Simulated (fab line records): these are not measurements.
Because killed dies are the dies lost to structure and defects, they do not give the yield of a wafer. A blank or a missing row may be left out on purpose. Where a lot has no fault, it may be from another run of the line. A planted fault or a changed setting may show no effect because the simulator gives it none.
Split-lot study + flow n5_finfet + 39 wafers read across 7 lots, on a route 1938 steps long

## THE SPLIT ITSELF
At N5_BEOL_M6_ILD_DEP_00 (deposits SiCOH lowk from DEMS/porogen, target thk 179.75 nm, time 33.4 s), the setting target_thk_a was moved away from the recipe's 1797.5 angstrom on 18 of the 39 wafers read, by -53.3% to +57.5%. For the rest of the wafers, this setting stayed at what the recipe calls for.

## FROM THE SPLIT TO THE READING: what the file shows between them, 1 step
- N5_BEOL_M6_CURE_74: cures SiCOH lowk, time 240 s

## THE READING
M6_ILD_THK at N5_BEOL_M6_THK_MEAS_01, in nm. A value of 154.8 nm with a standard deviation of 1.7 nm is what fault-free wafers of this fab line usually give.

| wafer  | tool, chamber at the split | target_thk_a as run, angstrom | against the recipe | M6_ILD_THK, nm | against lot-mates on the recipe |
|--------|----------------------------|-------------------------------|--------------------|----------------|---------------------------------|
| L074.2 | pecvd-04, 1                | 1797.5                        | recipe             | 154.4          | -                               |
| L074.3 | pecvd-04, 0                | 1797.5                        | recipe             | 153.5          | -                               |
| L074.5 | pecvd-04, 1                | 1797.5                        | recipe             | 156.1          | -                               |
| L075.1 | pecvd-04, 0                | 1797.5                        | recipe             | 151.9          | -                               |
| L075.2 | pecvd-04, 2                | 940.3                         | -47.7%             | 79.2           | -76.2                           |
| L075.3 | pecvd-04, 1                | 940.3                         | -47.7%             | 80.7           | -74.7                           |
| L075.4 | pecvd-04, 1                | 940.3                         | -47.7%             | 84.2           | -71.2                           |
| L075.5 | pecvd-04, 0                | 1797.5                        | recipe             | 157.6          | -                               |
| L075.6 | pecvd-04, 2                | 1797.5                        | recipe             | 156.8          | -                               |
| L077.1 | pecvd-03, 2                | 1797.5                        | recipe             | 154.0          | -                               |
| L077.2 | pecvd-03, 0                | 1797.5                        | recipe             | 153.7          | -                               |
| L077.3 | pecvd-03, 1                | 2802                          | +55.9%             | 241.4          | +87.2                           |
| L077.4 | pecvd-03, 1                | 1797.5                        | recipe             | 154.9          | -                               |
| L077.5 | pecvd-03, 0                | 2802                          | +55.9%             | 245.2          | +91.0                           |
| L077.6 | pecvd-03, 2                | 2802                          | +55.9%             | 245.2          | +91.0                           |
| L079.1 | pecvd-03, 0                | 838.6                         | -53.3%             | 70.1           | -84.6                           |
| L079.2 | pecvd-03, 2                | 1797.5                        | recipe             | 155.1          | -                               |
| L079.3 | pecvd-03, 1                | 1797.5                        | recipe             | 153.9          | -                               |
| L079.4 | pecvd-03, 0                | 838.6                         | -53.3%             | 71.6           | -83.1                           |
| L079.5 | pecvd-03, 2                | 1797.5                        | recipe             | 155.0          | -                               |
| L079.6 | pecvd-03, 1                | 838.6                         | -53.3%             | 70.0           | -84.7                           |
| L085.1 | pecvd-01, 0                | 1797.5                        | recipe             | 154.9          | -                               |
| L085.2 | pecvd-01, 2                | 2684                          | +49.3%             | 233.3          | +77.4                           |
| L085.3 | pecvd-01, 1                | 2684                          | +49.3%             | 230.6          | +74.7                           |
| L085.4 | pecvd-01, 1                | 2684                          | +49.3%             | 233.9          | +78.0                           |
| L085.5 | pecvd-01, 0,2              | 1797.5                        | recipe             | 156.5          | -                               |
| L085.6 | pecvd-01, 0,2              | 1797.5                        | recipe             | 156.3          | -                               |
| L091.1 | pecvd-04, 0                | 2831                          | +57.5%             | 244.2          | +88.3                           |
| L091.2 | pecvd-04, 2                | 2831                          | +57.5%             | 245.0          | +89.1                           |
| L091.3 | pecvd-04, 0                | 2831                          | +57.5%             | 245.7          | +89.8                           |
| L091.4 | pecvd-04, 2                | 1797.5                        | recipe             | 156.1          | -                               |
| L091.5 | pecvd-04, 0                | 1797.5                        | recipe             | 155.1          | -                               |
| L091.6 | pecvd-04, 2                | 1797.5                        | recipe             | 156.4          | -                               |
| L094.1 | pecvd-04, 0                | 1797.5                        | recipe             | 154.1          | -                               |
| L094.2 | pecvd-04, 2                | 1392                          | -22.6%             | 118.7          | -36.5                           |
| L094.3 | pecvd-04, 2                | 1392                          | -22.6%             | 118.0          | -37.2                           |
| L094.4 | pecvd-04, 0                | 1797.5                        | recipe             | 155.4          | -                               |
| L094.5 | pecvd-04, 2                | 1797.5                        | recipe             | 156.2          | -                               |
| L094.6 | pecvd-04, 0                | 1392                          | -22.6%             | 119.8          | -35.4                           |
Where a row lists several chambers, the file gives one row for several wafers and doesn't say which wafer went through which chamber.

THE FIT
A straight line over all 39 wafers: M6_ILD_THK changes by +1.57 nm for each +1% of target_thk_a; r = +1.00; the points scatter about the line by 1.5 nm.
The same after taking each lot's own level away (the mean of its wafers on the recipe; 39 wafers): +1.57 nm for each +1%; r = +1.00; scatter 1.5 nm.
Per that fit: largest target_thk_a move, reading shift of 90 nm.
From 154.20 to 155.90 nm: that is the span of the lots' own levels, equal to 1.0 times the standard deviation above.
Consequently the slope shifts little with the lot-to-lot level, the two slopes agreeing.
Check: for one of the wafers moved furthest among these (+57.5%), held out of the fit, the line's prediction against its lot-mates is +90.5 nm. Against them it came out at +88.3 nm.

## OTHER SPLITS ON THESE WAFERS
Before the reading, these wafers also passed through other splits. Each is held against what the fit with the lots' levels taken away leaves over:
| other split on the same wafers | wafers away from the commonest value | r with M6_ILD_THK (lot level and that fit taken away) |
|--------------------------------|--------------------------------------|-------------------------------------------------------|
| N5_BEOL_M1_DEP_57 target_thk_a | 18                                   | -0.03                                                 |

## THE WHOLE CHAIN: every reading that the file lists as answering this split, in the file's order
| step                   | what it does                                                             | reading                                                                                  | change (the file's fit)              | r (the file's) |
|------------------------|--------------------------------------------------------------------------|------------------------------------------------------------------------------------------|--------------------------------------|----------------|
| N5_BEOL_M6_ILD_DEP_00  | deposits SiCOH lowk from DEMS/porogen, target thk 179.75 nm, time 33.4 s | SiCOH_lowk_of_BEOL_M6_ILD_DEP_00.thk_nm (the simulator's own value, which no gauge read) | +1.8 nm for each +1% of the setting  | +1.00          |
| N5_BEOL_M6_CURE_74     | cures SiCOH lowk, time 240 s                                             | SiCOH_lowk_of_BEOL_M6_ILD_DEP_00.thk_nm (the simulator's own value, which no gauge read) | +1.57 nm for each +1% of the setting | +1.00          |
| N5_BEOL_M6_THK_MEAS_01 |                                                                          | M6_ILD_THK                                                                               | +1.57 for each +1% of the setting    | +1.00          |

## THE FILE'S OWN FIT
M6_ILD_THK changes by +1.57 nm for each +1% of target_thk_a, r = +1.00.
